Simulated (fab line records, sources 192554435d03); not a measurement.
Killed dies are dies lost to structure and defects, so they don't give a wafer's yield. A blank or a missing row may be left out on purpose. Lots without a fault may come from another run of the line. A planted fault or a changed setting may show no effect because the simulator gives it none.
Problem report in the 8D (eight disciplines) form, filled by code | flow n5_finfet | the parts of the form that need people (team, actions taken, sign-off) are left out

1. THE PROBLEM
spin_speed_rpm at N5_FIN_CUT_COAT_19 reads a mean of 1534.2 rpm on 6 wafers of 2 lots; wafers without a fault read 1500.0 rpm with a standard deviation of 1.1. That is +31 standard deviations from the usual mean.
The step: time 60 s, resist thk 20 nm.
First seen on wafer L806.1, day 6 04:51, on litho_track-04. The record holds 27 wafers of 9 lots with a number at this step. Rule for "out", or "out of limits": more than 4 standard deviations from the usual mean. The other wafers with a number count as sound.

2. WHAT IT IS AND WHAT IT IS NOT
question                    | is                     | is not
which readings at this step | spin_speed_rpm         | -
which lots                  | L806, L807             | L793, L795, L803, L805, L808, L812, L813
which wafers of those lots  | all that have a number | -
read on which tools         | litho_track-04         | litho_track-02, litho_track-05
when                        | from day 6 04:51       | up to then (12 sound wafers); but 9 sound wafers of L808, L812, L813 came after

3. SUSPECTS, AND WHAT RULES EACH OUT
Counting: a tool at a process step up to the reading stays a suspect if it ran every lot that is out and no sound lot after the first of them.
- rie_si-03 at N5_FIN_SAQP_MANDREL1_REMOVE_56 (chemistry HBr/Cl2/O2, target a-Si, stops on SiNx, bt time 10 s): ruled out as a lasting fault. Sound lots L808, L813 ran on it after its first lot that is out, L806 (day 6 01:26).
- litho_track-04 at N5_FIN_CUT_COAT_19 (time 60 s, resist thk 20 nm): kept. It ran every lot that is out, first L806 (day 6 04:51), and no sound lot after that; its last sound lot up to then is L803 (day 5 13:23). Its own readings are out on those wafers: spin_speed_rpm.
Left after counting: litho_track-04 at N5_FIN_CUT_COAT_19.

4. THE CAUSE (what the simulator had put in)
Process parameter drift: litho_track-04, from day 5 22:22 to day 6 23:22, at N5_FIN_CUT_COAT_19. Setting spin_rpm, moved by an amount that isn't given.
Counting left only this tool.

5. THE CHAIN OF EFFECTS, in route order
Each row: a reading whose mean over the struck wafers that have a number lies more than 3 standard deviations from the usual. Only readings for which the record gives a usual standard deviation are gone through. hours: the time from each lot's start at the first step in this table that gives one to its start at this step, as a median over the lots. sigmas: the change in usual standard deviations.
hours | step               | reading        | usual      | on struck wafers | change | sigmas
0     | N5_FIN_CUT_COAT_19 | spin_speed_rpm | 1500.0 rpm | 1534.2           | +34.2  | +31
The process steps in it:
- N5_FIN_CUT_COAT_19: time 60 s, resist thk 20 nm.
Later measuring or inspecting steps at which every struck wafer that the step has a row for has a number for every such reading, and none has moved that far: N5_BEOL_M4_RC_MEAS_101.

6. WHAT WOULD HAVE CAUGHT IT SOONER
In this record the first reading out of limits was taken at day 6 04:51, 6 hours after the fault began at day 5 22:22.
